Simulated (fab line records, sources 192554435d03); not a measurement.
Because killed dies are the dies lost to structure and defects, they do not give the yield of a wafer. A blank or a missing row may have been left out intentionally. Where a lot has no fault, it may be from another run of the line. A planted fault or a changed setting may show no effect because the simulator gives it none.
Matching of chambers || flow n5_finfet || 4 sister chambers for N5_ZERO_LAYER_ETCH_17 on rie_diel-01
The step etches SiO2 in CF4, target depth 12 nm, time 13.3 s. 4 wafers are shown with their chamber, then 12 later ones without.

== WAFERS WITH THEIR CHAMBER ==
{"wafer": "L078.5", "chamber": 2, "drypump_motor_current_A (A)": 5.2}
{"wafer": "L087.6", "chamber": 0, "drypump_motor_current_A (A)": 5.5}
{"wafer": "L090.4", "chamber": 1, "drypump_motor_current_A (A)": 5.4}
{"wafer": "L090.6", "chamber": 3, "drypump_motor_current_A (A)": 6.0}

== WAFERS WHOSE CHAMBER IS MISSING ==
{"wafer": "L091.2", "drypump_motor_current_A (A)": 5.5}
{"wafer": "L091.3", "drypump_motor_current_A (A)": 5.4}
{"wafer": "L091.5", "drypump_motor_current_A (A)": 6.0}
{"wafer": "L093.3", "drypump_motor_current_A (A)": 6.1}
{"wafer": "L093.5", "drypump_motor_current_A (A)": 6.0}
{"wafer": "L093.6", "drypump_motor_current_A (A)": 5.5}
{"wafer": "L095.2", "drypump_motor_current_A (A)": 5.4}
{"wafer": "L095.5", "drypump_motor_current_A (A)": 5.4}
{"wafer": "L095.6", "drypump_motor_current_A (A)": 5.3}
{"wafer": "L097.2", "drypump_motor_current_A (A)": 5.4}
{"wafer": "L097.3", "drypump_motor_current_A (A)": 5.5}
{"wafer": "L097.6", "drypump_motor_current_A (A)": 5.3}

== WHICH CHAMBER EACH ONE RAN IN ==
{"wafer": "L091.2", "from the rows above": 0, "in truth": 0}
{"wafer": "L091.3", "from the rows above": 1, "in truth": 1}
{"wafer": "L091.5", "from the rows above": 3, "in truth": 3}
{"wafer": "L093.3", "from the rows above": 3, "in truth": 3}
{"wafer": "L093.5", "from the rows above": 3, "in truth": 3}
{"wafer": "L093.6", "from the rows above": 0, "in truth": 0}
{"wafer": "L095.2", "from the rows above": 1, "in truth": 1}
{"wafer": "L095.5", "from the rows above": 1, "in truth": 1}
{"wafer": "L095.6", "from the rows above": "can't be placed: 2 or 1", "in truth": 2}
{"wafer": "L097.2", "from the rows above": 1, "in truth": 1}
{"wafer": "L097.3", "from the rows above": 0, "in truth": 0}
{"wafer": "L097.6", "from the rows above": "can't be placed: 2 or 1", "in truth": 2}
Correctly placed: 10 of 12. Can't be placed from these rows: 2 (the true chamber is among the candidates in 2). Number placed wrongly: 0.
How it was worked out, from the rows above alone: a wafer's distance from a chamber is the root of the sum, over the readings, of the square of ((its reading less the chamber's mean) divided by the reading's scatter). The wafer belongs to the nearest chamber; if the next one is less than 2 further off, it can't be placed. For every chamber, the mean is computed from those of its wafers that are shown. The scatter: root of mean squared gap, hidden wafer to nearest shown wafer, with one shown wafer a chamber.
